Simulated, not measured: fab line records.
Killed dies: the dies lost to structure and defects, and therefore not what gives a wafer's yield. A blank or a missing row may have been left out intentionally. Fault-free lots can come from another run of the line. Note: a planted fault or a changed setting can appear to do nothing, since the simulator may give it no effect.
Which of the tools did it? + flow n5Finfet + 24 lots, 72 wafers sampled, at 5 steps of a route of 1938

== WHAT THE GAUGES SHOWED, per wafer ==
N5_BEOL_M12_INSPECT_55: inspects for defects (darkfield). Usual: rawDefectCount at 72, with a standard deviation of 25.
| lot  | measured     | on               | rawDefectCount | flag |
|------|--------------|------------------|----------------|------|
| L076 | day 12 13:43 | defectInspect-01 | 65 86 68       |      |
| L078 | day 13 13:39 | defectInspect-02 | 57 81 57       |      |
| L074 | day 13 14:28 | defectInspect-01 | 66 70 95       |      |
| L077 | day 13 15:16 | defectInspect-01 | 68 74 95       |      |
| L079 | day 13 15:16 | defectInspect-02 | 55 51 102      |      |
| L080 | day 13 18:01 | defectInspect-01 | 93 124 86      |      |
| L075 | day 14 06:28 | defectInspect-01 | 59 39 65       |      |
| L081 | day 14 06:59 | defectInspect-01 | 77 53 79       |      |
| L083 | day 14 15:41 | defectInspect-01 | 70 65 44       |      |
| L082 | day 15 01:43 | defectInspect-01 | 129 118 78     |      |
| L086 | day 15 15:58 | defectInspect-01 | 79 84 82       |      |
| L084 | day 15 20:31 | defectInspect-01 | 69 109 73      |      |
| L087 | day 15 23:35 | defectInspect-02 | 47 46 66       |      |
| L085 | day 16 03:26 | defectInspect-02 | 46 109 66      |      |
| L088 | day 16 17:11 | defectInspect-02 | 94 118 68      |      |
| L089 | day 16 18:31 | defectInspect-01 | 43 48 32       |      |
| L091 | day 16 19:40 | defectInspect-01 | 71 61 128      |      |
| L094 | day 16 20:37 | defectInspect-02 | 74 52 80       |      |
| L090 | day 17 05:39 | defectInspect-02 | 44 63 40       |      |
| L092 | day 17 06:49 | defectInspect-01 | 64 62 97       |      |
| L093 | day 17 13:17 | defectInspect-02 | 56 16 64       |      |
| L095 | day 18 17:01 | defectInspect-02 | 67 40 60       |      |
| L096 | day 18 18:38 | defectInspect-01 | 56 58 40       |      |
| L097 | day 19 16:35 | defectInspect-01 | 96 102 63      |      |

N5_BEOL_M13_INSPECT_12: inspects for defects (macro). Usual: rawDefectCount at 2.1, with a standard deviation of 1.5.
| lot  | measured     | on               | rawDefectCount | flag |
|------|--------------|------------------|----------------|------|
| L076 | day 12 14:16 | defectInspect-02 | 2 0 0          |      |
| L078 | day 13 14:20 | defectInspect-01 | 4 1 1          |      |
| L074 | day 13 15:00 | defectInspect-02 | 0 2 1          |      |
| L077 | day 13 15:48 | defectInspect-01 | 0 1 4          |      |
| L079 | day 13 15:50 | defectInspect-01 | 6 3 2          |      |
| L080 | day 13 18:43 | defectInspect-01 | 3 2 1          |      |
| L075 | day 14 07:00 | defectInspect-02 | 3 1 1          |      |
| L081 | day 14 07:36 | defectInspect-02 | 2 4 3          |      |
| L083 | day 14 16:21 | defectInspect-01 | 1 5 2          |      |
| L082 | day 15 02:20 | defectInspect-01 | 4 1 3          |      |
| L086 | day 15 16:35 | defectInspect-02 | 1 1 2          |      |
| L084 | day 15 21:11 | defectInspect-01 | 4 2 2          |      |
| L087 | day 16 00:08 | defectInspect-01 | 3 2 1          |      |
| L085 | day 16 03:59 | defectInspect-02 | 3 4 2          |      |
| L088 | day 16 17:47 | defectInspect-02 | 3 3 4          |      |
| L089 | day 16 19:03 | defectInspect-02 | 2 3 3          |      |
| L091 | day 16 20:24 | defectInspect-01 | 2 3 4          |      |
| L094 | day 16 21:10 | defectInspect-02 | 1 1 1          |      |
| L090 | day 17 06:25 | defectInspect-01 | 3 1 0          |      |
| L092 | day 17 07:21 | defectInspect-02 | 2 3 2          |      |
| L093 | day 17 14:01 | defectInspect-01 | 4 1 2          |      |
| L095 | day 18 17:41 | defectInspect-02 | 5 4 2          |      |
| L096 | day 18 19:18 | defectInspect-02 | 1 1 6          |      |
| L097 | day 19 17:15 | defectInspect-02 | 1 3 2          |      |

N5_BEOL_M13_INSPECT_30: inspects for defects (macro). Usual: rawDefectCount at 2.0, with a standard deviation of 1.5.
| lot  | measured     | on               | rawDefectCount | flag |
|------|--------------|------------------|----------------|------|
| L076 | day 12 15:18 | defectInspect-02 | 4 1 1          |      |
| L078 | day 13 15:24 | defectInspect-02 | 2 1 3          |      |
| L074 | day 13 15:58 | defectInspect-01 | 2 6 2          |      |
| L077 | day 13 16:45 | defectInspect-02 | 2 2 3          |      |
| L079 | day 13 17:02 | defectInspect-02 | 2 1 3          |      |
| L080 | day 13 19:40 | defectInspect-02 | 2 0 1          |      |
| L075 | day 14 07:57 | defectInspect-02 | 1 5 3          |      |
| L081 | day 14 08:43 | defectInspect-01 | 2 1 1          |      |
| L083 | day 14 17:25 | defectInspect-02 | 1 2 4          |      |
| L082 | day 15 03:24 | defectInspect-01 | 3 6 6          |      |
| L086 | day 15 17:31 | defectInspect-01 | 4 2 6          |      |
| L084 | day 15 22:09 | defectInspect-01 | 2 2 3          |      |
| L087 | day 16 01:13 | defectInspect-02 | 1 5 3          |      |
| L085 | day 16 04:56 | defectInspect-01 | 0 1 4          |      |
| L088 | day 16 18:52 | defectInspect-01 | 1 2 0          |      |
| L089 | day 16 20:17 | defectInspect-01 | 1 4 4          |      |
| L091 | day 16 21:35 | defectInspect-02 | 2 0 0          |      |
| L094 | day 16 22:15 | defectInspect-01 | 2 2 1          |      |
| L090 | day 17 07:25 | defectInspect-01 | 3 1 1          |      |
| L092 | day 17 08:25 | defectInspect-01 | 2 0 3          |      |
| L093 | day 17 14:58 | defectInspect-01 | 2 6 4          |      |
| L095 | day 18 18:49 | defectInspect-01 | 1 2 1          |      |
| L096 | day 18 20:18 | defectInspect-01 | 3 3 2          |      |
| L097 | day 19 18:19 | defectInspect-01 | 4 1 2          |      |

== WHICH TOOL RAN EACH LOT (tool, then ch and the chambers of the sampled wafers, then the start) ==
| lot  | N5_BEOL_M12_ANNEAL_48           | N5_BEOL_M12_CMP_49            |
|------|---------------------------------|-------------------------------|
| L076 | rtpAnneal-02 ch 0, day 12 13:01 | cmp-04 ch 0,1,3, day 12 13:16 |
| L078 | rtpAnneal-02 ch 0, day 13 12:53 | cmp-02 ch 0,3, day 13 13:11   |
| L074 | rtpAnneal-02 ch 0, day 13 13:46 | cmp-03 ch 0,1,3, day 13 14:01 |
| L077 | rtpAnneal-01 ch 0, day 13 14:35 | cmp-04 ch 0,3, day 13 14:50   |
| L079 | rtpAnneal-02 ch 0, day 13 14:37 | cmp-03 ch 2,3, day 13 14:49   |
| L080 | rtpAnneal-02 ch 0, day 13 17:19 | cmp-04 ch 0,2, day 13 17:37   |
| L075 | rtpAnneal-02 ch 0, day 14 05:41 | cmp-03 ch 0,1,2, day 14 05:59 |
| L081 | rtpAnneal-01 ch 0, day 14 06:17 | cmp-02 ch 0,1,2, day 14 06:37 |
| L083 | rtpAnneal-01 ch 0, day 14 14:56 | cmp-04 ch 0,1,2, day 14 15:19 |
| L082 | rtpAnneal-02 ch 0, day 15 00:59 | cmp-02 ch 0,2,3, day 15 01:19 |
| L086 | rtpAnneal-01 ch 0, day 15 15:16 | cmp-04 ch 0,1,3, day 15 15:32 |
| L084 | rtpAnneal-01 ch 0, day 15 19:49 | cmp-02 ch 1,2,3, day 15 20:07 |
| L087 | rtpAnneal-01 ch 0, day 15 22:55 | cmp-02 ch 0,2, day 15 23:07   |
| L085 | rtpAnneal-01 ch 0, day 16 02:40 | cmp-03 ch 1,2, day 16 02:58   |
| L088 | rtpAnneal-02 ch 0, day 16 16:32 | cmp-03 ch 2,3, day 16 16:46   |
| L089 | rtpAnneal-02 ch 0, day 16 17:44 | cmp-03 ch 0,1,2, day 16 18:02 |
| L091 | rtpAnneal-02 ch 0, day 16 19:01 | cmp-04 ch 0,3, day 16 19:16   |
| L094 | rtpAnneal-02 ch 0, day 16 19:53 | cmp-02 ch 0,2, day 16 20:11   |
| L090 | rtpAnneal-01 ch 0, day 17 04:53 | cmp-03 ch 0,2, day 17 05:14   |
| L092 | rtpAnneal-01 ch 0, day 17 06:03 | cmp-03 ch 0,2,3, day 17 06:26 |
| L093 | rtpAnneal-02 ch 0, day 17 12:34 | cmp-03 ch 1,2,3, day 17 12:53 |
| L095 | rtpAnneal-02 ch 0, day 18 16:16 | cmp-04 ch 0,1,2, day 18 16:36 |
| L096 | rtpAnneal-01 ch 0, day 18 17:53 | cmp-04 ch 0,2,3, day 18 18:11 |
| L097 | rtpAnneal-02 ch 0, day 19 15:55 | cmp-03 ch 1,2,3, day 19 16:12 |
- N5_BEOL_M12_ANNEAL_48: time 90 s.
- N5_BEOL_M12_CMP_49: polishes, stops on SiOC, t overpolish 20.6 s, target thk 320 nm.

== AS READ BY THE TOOLS THEMSELVES (means over the sampled wafers that have a number; for cases with no such wafer, the mark the record gives instead) ==
N5_BEOL_M12_ANNEAL_48. Usual: wafer_temp_C_max at 225.86, with a standard deviation of 0.24.
| lot  | tool         | wafer_temp_C_max | flag |
|------|--------------|------------------|------|
| L076 | rtpAnneal-02 | 225.66           |      |
| L078 | rtpAnneal-02 | 225.73           |      |
| L074 | rtpAnneal-02 | 225.99           |      |
| L077 | rtpAnneal-01 | 225.83           |      |
| L079 | rtpAnneal-02 | 225.72           |      |
| L080 | rtpAnneal-02 | 225.95           |      |
| L075 | rtpAnneal-02 | 225.67           |      |
| L081 | rtpAnneal-01 | 226.04           |      |
| L083 | rtpAnneal-01 | 226.03           |      |
| L082 | rtpAnneal-02 | 225.91           |      |
| L086 | rtpAnneal-01 | 225.68           |      |
| L084 | rtpAnneal-01 | 226.04           |      |
| L087 | rtpAnneal-01 | 225.95           |      |
| L085 | rtpAnneal-01 | 225.70           |      |
| L088 | rtpAnneal-02 | 226.08           |      |
| L089 | rtpAnneal-02 | 225.91           |      |
| L091 | rtpAnneal-02 | 225.95           |      |
| L094 | rtpAnneal-02 | 225.89           |      |
| L090 | rtpAnneal-01 | 225.71           |      |
| L092 | rtpAnneal-01 | 225.95           |      |
| L093 | rtpAnneal-02 | 225.69           |      |
| L095 | rtpAnneal-02 | 225.90           |      |
| L096 | rtpAnneal-01 | 225.89           |      |
| L097 | rtpAnneal-02 | 225.58           |      |

N5_BEOL_M12_CMP_49. Usual: barrierFieldEndpointS 30.4 s, standard deviation 0.69; clearingPlatenDownForcePsi 1.4996 psi, standard deviation 0.0029; motorCurrentA 6.0 A, standard deviation 0.64; overpolishRunS 20.601 s, standard deviation 0.0093.
| lot  | tool   | barrierFieldEndpointS (s) | clearingPlatenDownForcePsi (psi) | motorCurrentA (A) | overpolishRunS (s) | flag |
|------|--------|---------------------------|----------------------------------|-------------------|--------------------|------|
| L076 | cmp-04 | 30.3                      | 1.4978                           | 6.0               | 20.610             |      |
| L078 | cmp-02 | 30.8                      | 1.5029                           | 7.3               | 20.597             |      |
| L074 | cmp-03 | 30.3                      | 1.5000                           | 5.7               | 20.603             |      |
| L077 | cmp-04 | 31.3                      | 1.4977                           | 6.7               | 20.601             |      |
| L079 | cmp-03 | 29.9                      | 1.4991                           | 5.8               | 20.599             |      |
| L080 | cmp-04 | 31.3                      | 1.5010                           | 5.9               | 20.596             |      |
| L075 | cmp-03 | 29.9                      | 1.4983                           | 5.6               | 20.604             |      |
| L081 | cmp-02 | 30.6                      | 1.5035                           | 6.5               | 20.601             |      |
| L083 | cmp-04 | 31.1                      | 1.4999                           | 5.6               | 20.590             |      |
| L082 | cmp-02 | 31.1                      | 1.4993                           | 6.8               | 20.600             |      |
| L086 | cmp-04 | 30.7                      | 1.5015                           | 6.0               | 20.598             |      |
| L084 | cmp-02 | 29.8                      | 1.4975                           | 6.3               | 20.600             |      |
| L087 | cmp-02 | 30.7                      | 1.5009                           | 7.0               | 20.599             |      |
| L085 | cmp-03 | 30.6                      | 1.5004                           | 5.5               | 20.593             |      |
| L088 | cmp-03 | 30.2                      | 1.4995                           | 5.9               | 20.598             |      |
| L089 | cmp-03 | 30.5                      | 1.5005                           | 5.8               | 20.612             |      |
| L091 | cmp-04 | 29.9                      | 1.5005                           | 6.8               | 20.615             |      |
| L094 | cmp-02 | 30.3                      | 1.5007                           | 6.8               | 20.610             |      |
| L090 | cmp-03 | 29.4                      | 1.5015                           | 5.6               | 20.594             |      |
| L092 | cmp-03 | 30.5                      | 1.4992                           | 6.0               | 20.596             |      |
| L093 | cmp-03 | 30.8                      | 1.4962                           | 5.6               | 20.605             |      |
| L095 | cmp-04 | 30.8                      | 1.4986                           | 5.6               | 20.608             |      |
| L096 | cmp-04 | 29.8                      | 1.4992                           | 6.4               | 20.593             |      |
| L097 | cmp-03 | 29.3                      | 1.4974                           | 5.7               | 20.596             |      |

== THE ANSWER, worked out from the rows above alone ==
Rule: a lot counts as off when the mean over its wafers that have a number is more than 3 standard deviations away from the usual mean. Also off: a lot with no number at a reading for which 4 or more lots have one. All remaining lots with rows at the step are treated as sound. First the gauges in route order, then the tools' own readings, where a lot's mean is used as printed above. At the first step where some lot is off, the reading lying furthest off is the one used; lots without a number count as furthest.
Across all readings shown, no lot is off: no conclusion can be drawn from this.

== WHAT HAD BEEN PUT IN BY THE SIMULATOR ==
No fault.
